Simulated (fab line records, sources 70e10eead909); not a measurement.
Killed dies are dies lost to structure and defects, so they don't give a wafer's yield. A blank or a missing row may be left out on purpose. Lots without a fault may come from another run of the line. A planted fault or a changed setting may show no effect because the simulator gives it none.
Chamber matching | flow nand_harc | NHARC_P_CONTACT_CMP_01 on cmp-03: 4 sister chambers
The step polishes SiO2, target thk 200 nm. 8 wafers are shown with their chamber, then 12 later ones without.

WAFERS WITH THEIR CHAMBER
wafer  | chamber | motor_current_A (A) | edge_zone_pressure_frac
L082.1 | 2       | 11.5                | 1.001
L082.4 | 1       | 11.0                | 1.007
L083.1 | 0       | 11.2                | 0.994
L083.2 | 2       | 11.3                | 1.003
L083.3 | 3       | 10.3                | 1.004
L085.2 | 1       | 10.7                | 1.002
L085.3 | 0       | 10.7                | 1.001
L085.6 | 3       | 11.0                | 1.005

WAFERS WITHOUT THEIR CHAMBER
wafer  | motor_current_A (A) | edge_zone_pressure_frac
L089.2 | 10.9                | 1.000
L089.5 | 10.5                | 1.003
L089.6 | 11.0                | 1.004
L090.2 | 11.0                | 1.000
L090.5 | 10.8                | 1.006
L090.6 | 10.7                | 0.988
L093.1 | 10.6                | 0.999
L093.4 | 11.0                | 0.995
L093.6 | 10.4                | 0.996
L095.2 | 10.7                | 1.001
L095.5 | 11.1                | 0.993
L095.6 | 10.8                | 0.994

WHICH CHAMBER EACH WENT THROUGH
wafer  | from the rows above               | in truth
L089.2 | can't be placed: 0 or 1 or 3 or 2 | 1
L089.5 | can't be placed: 3 or 1 or 0      | 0
L089.6 | can't be placed: 1 or 3 or 2 or 0 | 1
L090.2 | can't be placed: 0 or 2 or 1 or 3 | 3
L090.5 | can't be placed: 1 or 3 or 2      | 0
L090.6 | can't be placed: 0 or 2           | 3
L093.1 | can't be placed: 0 or 3 or 1 or 2 | 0
L093.4 | can't be placed: 0 or 2           | 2
L093.6 | can't be placed: 0 or 3 or 1 or 2 | 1
L095.2 | can't be placed: 3 or 1 or 0 or 2 | 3
L095.5 | can't be placed: 0 or 2           | 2
L095.6 | can't be placed: 0 or 2           | 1
Placed correctly: 0 of 12. Can't be placed from these rows: 12 (the true chamber is among the candidates in 9). Placed wrongly: 0.
How it was worked out, from the rows above alone: a wafer's distance from a chamber is the root of the sum, over the readings, of the square of ((its reading less the chamber's mean) divided by the reading's scatter). The wafer belongs to the nearest chamber; if the next one is less than 2 further off, it can't be placed. A chamber's mean is the mean of its shown wafers. The scatter: the root of (the sum of the squares of (reading less its chamber's mean) over the shown wafers, divided by (wafers less chambers)).
